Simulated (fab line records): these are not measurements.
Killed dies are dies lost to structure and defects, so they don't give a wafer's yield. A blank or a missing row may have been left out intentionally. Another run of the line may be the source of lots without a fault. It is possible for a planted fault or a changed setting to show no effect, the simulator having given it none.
A sampling plan put to the test | flow nand_harc | each of the 43 faults these records tell of, on one fab line, judged from the records of the lots it struck
The line's own looks make up the plan; these are the steps of the route where a gauge or inspection reads the wafer and leaves it unchanged. Where struck wafers have a number at a look and the file lists that look's usual mean and standard deviation on fault-free wafers, the look can be judged. Caught: the struck wafers' mean, at a look after the fault's first step, is 4 or more of those standard deviations (sigma) away from the usual mean. On the tool: the identical test, applied to the tool's own readings at the steps of the fault. Another recipe on the struck wafers, or a record that is blank for them alone, also counts as caught.

THE FAULTS, as the simulator had put them in
1. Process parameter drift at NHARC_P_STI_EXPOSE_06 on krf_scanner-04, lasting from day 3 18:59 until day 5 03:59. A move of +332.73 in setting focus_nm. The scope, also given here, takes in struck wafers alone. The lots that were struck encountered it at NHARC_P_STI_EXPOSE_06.
2. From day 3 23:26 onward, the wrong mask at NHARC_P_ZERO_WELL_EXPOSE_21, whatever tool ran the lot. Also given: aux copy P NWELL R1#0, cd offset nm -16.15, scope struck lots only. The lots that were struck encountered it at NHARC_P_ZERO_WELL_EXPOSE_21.
3. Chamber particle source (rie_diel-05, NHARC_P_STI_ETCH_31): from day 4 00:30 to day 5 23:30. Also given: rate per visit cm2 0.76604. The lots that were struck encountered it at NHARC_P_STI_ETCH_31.
4. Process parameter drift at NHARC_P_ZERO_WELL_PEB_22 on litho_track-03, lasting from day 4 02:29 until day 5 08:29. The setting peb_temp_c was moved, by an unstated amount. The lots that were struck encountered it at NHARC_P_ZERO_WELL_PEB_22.
5. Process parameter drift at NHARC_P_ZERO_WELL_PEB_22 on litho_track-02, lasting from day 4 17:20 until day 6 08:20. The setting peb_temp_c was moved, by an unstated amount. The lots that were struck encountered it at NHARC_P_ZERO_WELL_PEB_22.
6. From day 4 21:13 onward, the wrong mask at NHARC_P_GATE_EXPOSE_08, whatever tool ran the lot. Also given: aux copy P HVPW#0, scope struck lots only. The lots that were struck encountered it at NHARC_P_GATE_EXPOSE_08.
7. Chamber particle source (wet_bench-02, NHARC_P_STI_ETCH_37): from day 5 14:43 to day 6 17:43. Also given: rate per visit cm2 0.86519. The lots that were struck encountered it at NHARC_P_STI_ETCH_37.
8. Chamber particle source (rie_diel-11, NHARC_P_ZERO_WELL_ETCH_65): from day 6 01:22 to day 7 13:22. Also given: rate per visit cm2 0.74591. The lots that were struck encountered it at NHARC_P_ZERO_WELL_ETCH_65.
9. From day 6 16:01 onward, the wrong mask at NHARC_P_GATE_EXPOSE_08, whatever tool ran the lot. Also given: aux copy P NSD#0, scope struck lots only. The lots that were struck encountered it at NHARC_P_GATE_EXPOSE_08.
10. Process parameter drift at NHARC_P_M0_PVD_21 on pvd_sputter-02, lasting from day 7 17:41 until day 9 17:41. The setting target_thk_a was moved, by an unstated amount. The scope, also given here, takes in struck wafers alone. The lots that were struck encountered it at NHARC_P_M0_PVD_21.
11. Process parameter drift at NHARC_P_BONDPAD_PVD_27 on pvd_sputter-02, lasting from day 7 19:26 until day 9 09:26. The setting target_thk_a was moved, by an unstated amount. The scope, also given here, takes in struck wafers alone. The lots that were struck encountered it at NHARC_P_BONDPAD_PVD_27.
12. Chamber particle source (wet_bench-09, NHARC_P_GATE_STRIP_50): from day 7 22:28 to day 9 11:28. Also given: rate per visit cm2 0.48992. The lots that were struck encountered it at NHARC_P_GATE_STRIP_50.
13. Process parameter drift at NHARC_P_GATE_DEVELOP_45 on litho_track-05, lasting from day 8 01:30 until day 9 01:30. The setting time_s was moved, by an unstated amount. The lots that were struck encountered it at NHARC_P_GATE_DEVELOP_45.
14. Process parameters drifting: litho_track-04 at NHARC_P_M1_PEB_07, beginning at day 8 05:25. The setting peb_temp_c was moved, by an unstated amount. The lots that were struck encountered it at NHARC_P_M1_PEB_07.
15. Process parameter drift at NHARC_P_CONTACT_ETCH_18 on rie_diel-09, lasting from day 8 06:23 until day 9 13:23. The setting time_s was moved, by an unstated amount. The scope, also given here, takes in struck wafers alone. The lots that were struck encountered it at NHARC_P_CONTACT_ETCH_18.
16. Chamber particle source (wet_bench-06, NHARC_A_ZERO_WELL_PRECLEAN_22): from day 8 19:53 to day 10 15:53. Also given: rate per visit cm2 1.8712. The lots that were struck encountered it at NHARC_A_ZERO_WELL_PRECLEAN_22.
17. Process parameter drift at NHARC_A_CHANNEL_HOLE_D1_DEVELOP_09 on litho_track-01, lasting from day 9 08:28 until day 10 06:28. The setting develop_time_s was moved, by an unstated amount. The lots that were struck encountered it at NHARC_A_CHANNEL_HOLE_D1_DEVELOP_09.
18. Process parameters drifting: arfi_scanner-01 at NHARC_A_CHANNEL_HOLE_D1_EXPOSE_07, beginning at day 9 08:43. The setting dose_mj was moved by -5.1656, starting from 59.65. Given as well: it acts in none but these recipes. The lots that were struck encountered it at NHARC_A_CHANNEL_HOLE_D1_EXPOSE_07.
19. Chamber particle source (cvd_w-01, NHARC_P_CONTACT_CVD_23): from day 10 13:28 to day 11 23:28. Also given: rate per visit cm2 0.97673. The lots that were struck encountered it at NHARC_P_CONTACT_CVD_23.
20. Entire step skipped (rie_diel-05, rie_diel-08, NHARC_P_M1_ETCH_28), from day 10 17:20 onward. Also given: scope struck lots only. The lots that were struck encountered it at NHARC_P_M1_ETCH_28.
21. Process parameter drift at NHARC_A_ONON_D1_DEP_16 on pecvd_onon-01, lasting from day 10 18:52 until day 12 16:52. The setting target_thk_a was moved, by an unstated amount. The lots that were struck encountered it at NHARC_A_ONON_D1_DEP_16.
22. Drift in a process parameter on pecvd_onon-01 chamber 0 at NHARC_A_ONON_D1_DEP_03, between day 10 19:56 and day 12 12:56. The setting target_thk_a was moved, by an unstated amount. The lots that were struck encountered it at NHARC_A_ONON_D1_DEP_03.
23. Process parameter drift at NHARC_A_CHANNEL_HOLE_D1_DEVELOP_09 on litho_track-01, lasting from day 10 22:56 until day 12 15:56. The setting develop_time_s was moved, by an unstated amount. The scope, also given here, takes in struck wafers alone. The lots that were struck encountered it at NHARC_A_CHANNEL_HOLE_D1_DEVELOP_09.
24. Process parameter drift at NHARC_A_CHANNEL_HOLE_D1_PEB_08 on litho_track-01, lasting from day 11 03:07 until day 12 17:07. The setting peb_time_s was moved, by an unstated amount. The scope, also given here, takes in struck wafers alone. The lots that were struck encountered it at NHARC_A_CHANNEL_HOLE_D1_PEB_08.
25. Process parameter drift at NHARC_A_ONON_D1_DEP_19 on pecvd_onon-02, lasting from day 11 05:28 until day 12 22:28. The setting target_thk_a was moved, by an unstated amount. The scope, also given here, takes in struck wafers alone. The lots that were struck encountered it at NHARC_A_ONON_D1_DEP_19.
26. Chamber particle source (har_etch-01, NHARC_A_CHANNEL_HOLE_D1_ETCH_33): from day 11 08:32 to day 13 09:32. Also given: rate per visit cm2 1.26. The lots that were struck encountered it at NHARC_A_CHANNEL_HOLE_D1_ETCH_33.
27. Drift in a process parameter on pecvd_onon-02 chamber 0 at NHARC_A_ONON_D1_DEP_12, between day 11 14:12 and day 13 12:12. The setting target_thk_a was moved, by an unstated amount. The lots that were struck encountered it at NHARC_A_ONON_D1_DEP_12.
28. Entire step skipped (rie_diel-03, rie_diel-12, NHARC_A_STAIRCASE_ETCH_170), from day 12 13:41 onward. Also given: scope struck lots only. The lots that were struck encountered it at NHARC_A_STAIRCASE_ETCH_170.
29. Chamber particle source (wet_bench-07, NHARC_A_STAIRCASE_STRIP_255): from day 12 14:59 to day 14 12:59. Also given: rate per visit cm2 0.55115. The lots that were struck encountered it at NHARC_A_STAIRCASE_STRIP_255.
30. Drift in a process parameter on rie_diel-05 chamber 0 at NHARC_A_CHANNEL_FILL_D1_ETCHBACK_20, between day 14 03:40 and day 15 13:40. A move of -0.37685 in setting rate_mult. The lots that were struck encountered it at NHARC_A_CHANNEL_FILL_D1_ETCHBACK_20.
31. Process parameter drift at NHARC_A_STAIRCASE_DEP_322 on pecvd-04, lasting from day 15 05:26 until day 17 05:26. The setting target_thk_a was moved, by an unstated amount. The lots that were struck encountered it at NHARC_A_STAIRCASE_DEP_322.
32. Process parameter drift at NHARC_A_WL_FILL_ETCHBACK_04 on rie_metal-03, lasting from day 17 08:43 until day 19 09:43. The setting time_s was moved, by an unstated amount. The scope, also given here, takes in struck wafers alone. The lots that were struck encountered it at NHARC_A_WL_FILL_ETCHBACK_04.
33. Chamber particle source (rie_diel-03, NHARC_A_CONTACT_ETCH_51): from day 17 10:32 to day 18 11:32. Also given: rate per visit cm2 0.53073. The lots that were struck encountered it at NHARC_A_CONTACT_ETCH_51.
34. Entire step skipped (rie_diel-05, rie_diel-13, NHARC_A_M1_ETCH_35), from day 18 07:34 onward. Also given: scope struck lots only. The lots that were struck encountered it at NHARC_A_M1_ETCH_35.
35. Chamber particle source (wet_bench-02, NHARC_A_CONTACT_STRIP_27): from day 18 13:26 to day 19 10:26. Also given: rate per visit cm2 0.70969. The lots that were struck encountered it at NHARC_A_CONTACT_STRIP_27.
36. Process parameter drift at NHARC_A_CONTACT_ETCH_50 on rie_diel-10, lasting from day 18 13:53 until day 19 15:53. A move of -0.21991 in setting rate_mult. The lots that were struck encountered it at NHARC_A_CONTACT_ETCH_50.
37. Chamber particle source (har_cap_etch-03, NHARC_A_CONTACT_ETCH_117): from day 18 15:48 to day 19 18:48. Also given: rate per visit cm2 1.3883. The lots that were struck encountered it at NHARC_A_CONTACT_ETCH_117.
38. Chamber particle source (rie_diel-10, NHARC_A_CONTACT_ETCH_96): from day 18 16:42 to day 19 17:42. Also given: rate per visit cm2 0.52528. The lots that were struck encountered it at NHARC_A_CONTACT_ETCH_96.
39. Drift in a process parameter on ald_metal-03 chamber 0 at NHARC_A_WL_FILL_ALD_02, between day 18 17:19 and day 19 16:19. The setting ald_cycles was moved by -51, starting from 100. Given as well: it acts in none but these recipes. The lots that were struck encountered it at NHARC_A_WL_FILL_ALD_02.
40. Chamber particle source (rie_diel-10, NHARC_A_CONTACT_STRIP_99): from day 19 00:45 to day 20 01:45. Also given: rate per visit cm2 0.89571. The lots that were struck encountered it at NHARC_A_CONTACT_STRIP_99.
41. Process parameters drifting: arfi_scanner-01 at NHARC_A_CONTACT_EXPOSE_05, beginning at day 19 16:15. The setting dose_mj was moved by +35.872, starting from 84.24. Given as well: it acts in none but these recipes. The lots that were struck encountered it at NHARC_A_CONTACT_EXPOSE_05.
42. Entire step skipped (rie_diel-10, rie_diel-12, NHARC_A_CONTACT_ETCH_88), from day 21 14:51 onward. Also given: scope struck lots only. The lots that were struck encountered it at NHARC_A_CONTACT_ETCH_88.
43. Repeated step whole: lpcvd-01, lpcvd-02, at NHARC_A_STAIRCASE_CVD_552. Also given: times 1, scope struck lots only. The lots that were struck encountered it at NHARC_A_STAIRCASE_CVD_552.

WHAT THE PLAN SAW
fault | on the tool itself                               | first look that catches it                      | reading, sigma                                               | median hours from its first step to that look | hours from the fault's start to the first struck lot there | judged looks passed uncaught
1     | no reading that can be judged                    | NHARC_P_STI_CD_MEAS_09                          | cd_nm -6.7                                                   | 0.1                                           | 0                                                          | 0
2     | no reading that can be judged                    | NHARC_P_ZERO_WELL_CD_MEAS_24                    | cd_nm -5.7                                                   | 0.2                                           | 3                                                          | 0
3     | under 2 sigma                                    | NHARC_END_SORT_01                               | killed_at_periphery +26                                      | 403.4                                         | 420                                                        | 1
4     | plate_temp_C -38 sigma                           | not the one look that can be judged after it    | strongest: cd_nm at NHARC_P_ZERO_WELL_CD_MEAS_24, -3.5       | -                                             | -                                                          | 1
5     | plate_temp_C -99 or beyond sigma                 | NHARC_P_ZERO_WELL_CD_MEAS_24                    | cd_nm -19                                                    | 0.1                                           | 3                                                          | 0
6     | no reading that can be judged                    | NHARC_END_SORT_01                               | killed_at_periphery +99 or beyond                            | 365.4                                         | 363                                                        | 2
7     | no reading that can be judged                    | NHARC_P_STI_INSPECT_25                          | raw_defect_count +6.2                                        | 6.8                                           | 17                                                         | 0
8     | under 2 sigma                                    | NHARC_P_ZERO_WELL_INSPECT_43                    | raw_defect_count +76                                         | 6.0                                           | 12                                                         | 0
9     | no reading that can be judged                    | NHARC_END_SORT_01                               | killed_at_periphery +99 or beyond                            | 356.9                                         | 356                                                        | 0
10    | under 2 sigma                                    | NHARC_END_SORT_01                               | killed_at_periphery +99 or beyond                            | 332.0                                         | 331                                                        | 0
11    | under 2 sigma                                    | NHARC_END_SORT_01                               | killed_at_periphery +99 or beyond                            | 321.0                                         | 322                                                        | 0
12    | no reading that can be judged                    | NHARC_P_GATE_INSPECT_68                         | raw_defect_count +4.5                                        | 5.7                                           | 7                                                          | 0
13    | no reading that can be judged                    | NHARC_END_SORT_01                               | killed_at_periphery +99 or beyond                            | 333.2                                         | 338                                                        | 0
14    | plate_temp_C +58 sigma                           | NHARC_P_M1_CD_MEAS_09                           | cd_nm +27                                                    | 0.1                                           | 7                                                          | 0
15    | run_length_s -99 or beyond sigma                 | NHARC_END_SORT_01                               | killed_at_periphery +99 or beyond                            | 321.0                                         | 333                                                        | 1
16    | under 2 sigma                                    | NHARC_A_ZERO_WELL_INSPECT_17                    | raw_defect_count +99 or beyond                               | 0.3                                           | 8                                                          | 0
17    | under 2 sigma                                    | none of the 4 looks that can be judged after it | strongest: cd_nm at NHARC_A_CHANNEL_HOLE_D1_CD_MEAS_10, -2.2 | -                                             | -                                                          | 4
18    | exposure_dose_mJ_cm2 -71 sigma                   | NHARC_A_CHANNEL_HOLE_D1_CD_MEAS_10              | cd_nm -4.3                                                   | 0.1                                           | 6                                                          | 0
19    | under 2 sigma                                    | NHARC_END_SORT_01                               | killed_at_periphery +31                                      | 320.3                                         | 321                                                        | 0
20    | the tool's record is blank for the struck wafers | NHARC_END_SORT_01                               | killed_at_periphery +99 or beyond                            | 313.1                                         | 317                                                        | 1
21    | under 2 sigma                                    | NHARC_A_ONON_D1_THK_MEAS_18                     | thk_nm +6.6                                                  | 0.5                                           | 5                                                          | 0
22    | under 2 sigma                                    | NHARC_A_ONON_D1_THK_MEAS_05                     | thk_nm -36                                                   | 0.4                                           | 6                                                          | 0
23    | no reading that can be judged                    | none of the 4 looks that can be judged after it | -                                                            | -                                             | -                                                          | 4
24    | heater_power_total_W +23 sigma                   | NHARC_A_CHANNEL_HOLE_D1_CD_MEAS_10              | cd_nm -4.2                                                   | 0.1                                           | 4                                                          | 0
25    | under 2 sigma                                    | NHARC_A_ONON_D1_THK_MEAS_21                     | thk_nm -34                                                   | 0.5                                           | 6                                                          | 0
26    | under 2 sigma                                    | NHARC_A_CHANNEL_HOLE_D1_INSPECT_40              | raw_defect_count +51                                         | 1.7                                           | 5                                                          | 0
27    | no reading that can be judged                    | NHARC_A_ONON_D1_THK_MEAS_14                     | thk_nm -38                                                   | 0.4                                           | 11                                                         | 0
28    | the tool's record is blank for the struck wafers | NHARC_END_SORT_01                               | killed_at_array +58                                          | 208.0                                         | 215                                                        | 0
29    | under 2 sigma                                    | NHARC_END_SORT_01                               | killed_dies +5.0                                             | 191.2                                         | 197                                                        | 2
30    | oes_product_au -5.2 sigma                        | NHARC_END_SORT_01                               | killed_at_array +59                                          | 233.3                                         | 237                                                        | 0
31    | under 2 sigma                                    | NHARC_END_SORT_01                               | killed_at_array +58                                          | 151.9                                         | 159                                                        | 0
32    | run_length_s -99 or beyond sigma                 | NHARC_END_SORT_01                               | killed_at_array +58                                          | 102.9                                         | 112                                                        | 0
33    | under 2 sigma                                    | NHARC_END_SORT_01                               | killed_dies +4.4                                             | 92.5                                          | 102                                                        | 0
34    | the tool's record is blank for the struck wafers | NHARC_END_SORT_01                               | sort_bin_2_pct +99 or beyond                                 | 44.3                                          | 41                                                         | 1
35    | no reading that can be judged                    | NHARC_END_SORT_01                               | killed_at_array +5.4                                         | 59.3                                          | 62                                                         | 0
36    | oes_product_au -4.5 sigma                        | NHARC_END_SORT_01                               | killed_at_array +30                                          | 74.8                                          | 86                                                         | 0
37    | no reading that can be judged                    | NHARC_END_SORT_01                               | killed_at_array +8.1                                         | 72.1                                          | 77                                                         | 2
38    | under 2 sigma                                    | NHARC_END_SORT_01                               | killed_at_array +4.3                                         | 72.0                                          | 83                                                         | 0
39    | under 2 sigma                                    | NHARC_END_SORT_01                               | killed_at_array +58                                          | 113.2                                         | 122                                                        | 0
40    | no reading that can be judged                    | NHARC_END_SORT_01                               | killed_at_array +4.4                                         | 71.8                                          | 75                                                         | 1
41    | exposure_dose_mJ_cm2 +99 or beyond sigma         | NHARC_A_CONTACT_CD_MEAS_08                      | cd_nm +43                                                    | 0.1                                           | 2                                                          | 0
42    | the tool's record is blank for the struck wafers | NHARC_END_SORT_01                               | killed_at_array +58                                          | 57.9                                          | 65                                                         | 0
43    | under 2 sigma                                    | NHARC_END_SORT_01                               | killed_dies +58                                              | 164.2                                         | -                                                          | 0
A dash: the fault isn't caught, or these records don't give the number.

Caught at a look: 40 of 43. Caught on the tool: 14 of 43. By one or the other: 41 of 43.
Caught on the tool alone: fault 4.
Caught at a look alone: faults 1, 2, 3, 6, 7, 8, 9, 10, 11, 12, 13, 16, 19, 21, 22, 25, 26, 27, 29, 31, 33, 35, 37, 38, 39, 40, 43.
Caught by neither: faults 17, 23.

THINNER SAMPLING
Were the look that catches a fault to measure just every second or every third lot (counted by lot number), the first struck lot would, at worst, be measured this late:
fault | struck lots at that look, in order of time | every lot | every second lot | every third lot
1     | L994, L995, L997                           | 0 h       | 0 h              | may miss all 3
2     | L998                                       | 3 h       | may miss it      | may miss it
3     | L531, L534, L536                           | 420 h     | 428 h            | may miss all 3
5     | L532, L537                                 | 3 h       | 33 h             | may miss all 2
6     | L474                                       | 363 h     | may miss it      | may miss it
7     | L843, L845                                 | 17 h      | may miss all 2   | may miss all 2
8     | L966, L967                                 | 12 h      | 18 h             | may miss all 2
9     | L328                                       | 356 h     | may miss it      | may miss it
10    | L118, L114, L116                           | 331 h     | may miss all 3   | 349 h
11    | L353, L355                                 | 322 h     | may miss all 2   | may miss all 2
12    | L957, L964                                 | 7 h       | 40 h             | may miss all 2
13    | L927, L930                                 | 338 h     | 347 h            | may miss all 2
14    | L169, L167                                 | 7 h       | may miss all 2   | may miss all 2
15    | L958, L960                                 | 333 h     | may miss all 2   | may miss all 2
16    | L705, L708                                 | 8 h       | 31 h             | may miss all 2
18    | L997, L103, L104                           | 6 h       | 47 h             | may miss all 3
19    | L394, L395                                 | 321 h     | 342 h            | may miss all 2
20    | L170, L171                                 | 317 h     | 318 h            | may miss all 2
21    | L826, L827, L830                           | 5 h       | 16 h             | may miss all 3
22    | L640, L642                                 | 6 h       | may miss all 2   | may miss all 2
24    | L969, L972                                 | 4 h       | 38 h             | may miss all 2
25    | L829, L830, L833                           | 6 h       | 29 h             | may miss all 3
26    | L132, L134                                 | 5 h       | may miss all 2   | may miss all 2
27    | L880, L885                                 | 11 h      | 38 h             | may miss all 2
28    | L969, L972                                 | 215 h     | 223 h            | may miss all 2
29    | L484, L485                                 | 197 h     | 232 h            | may miss all 2
30    | L755                                       | 237 h     | may miss it      | may miss it
31    | L976, L979                                 | 159 h     | 159 h            | may miss all 2
32    | L890, L891, L893                           | 112 h     | 126 h            | may miss all 3
33    | L928, L927                                 | 102 h     | 105 h            | may miss all 2
34    | L894, L898, L895                           | 41 h      | 70 h             | may miss all 3
35    | L255, L254, L256                           | 62 h      | 64 h             | 72 h
36    | L130, L127                                 | 86 h      | 87 h             | may miss all 2
37    | L674, L677, L673                           | 77 h      | 77 h             | may miss all 3
38    | L329, L326                                 | 83 h      | 86 h             | may miss all 2
39    | L657, L660                                 | 122 h     | 126 h            | may miss all 2
40    | L430, L427                                 | 75 h      | 78 h             | may miss all 2
41    | L315, L324                                 | 2 h       | 43 h             | may miss all 2
42    | L976, L981                                 | 65 h      | 75 h             | may miss all 2
Hours: fault start to first struck lot measured. The limit of 4 sigma was tested on all struck wafers together, so one lot alone may lie under it. Other struck lots may not be in these records.

THE LONGEST TIMED WAY FROM STEP TO LOOK
In fault 3, a median of 403.4 hours elapses between NHARC_P_STI_ETCH_31 and NHARC_END_SORT_01. The look between them that can be judged stayed within 4 sigma: NHARC_THIN_TSV_CD_MEAS_16.
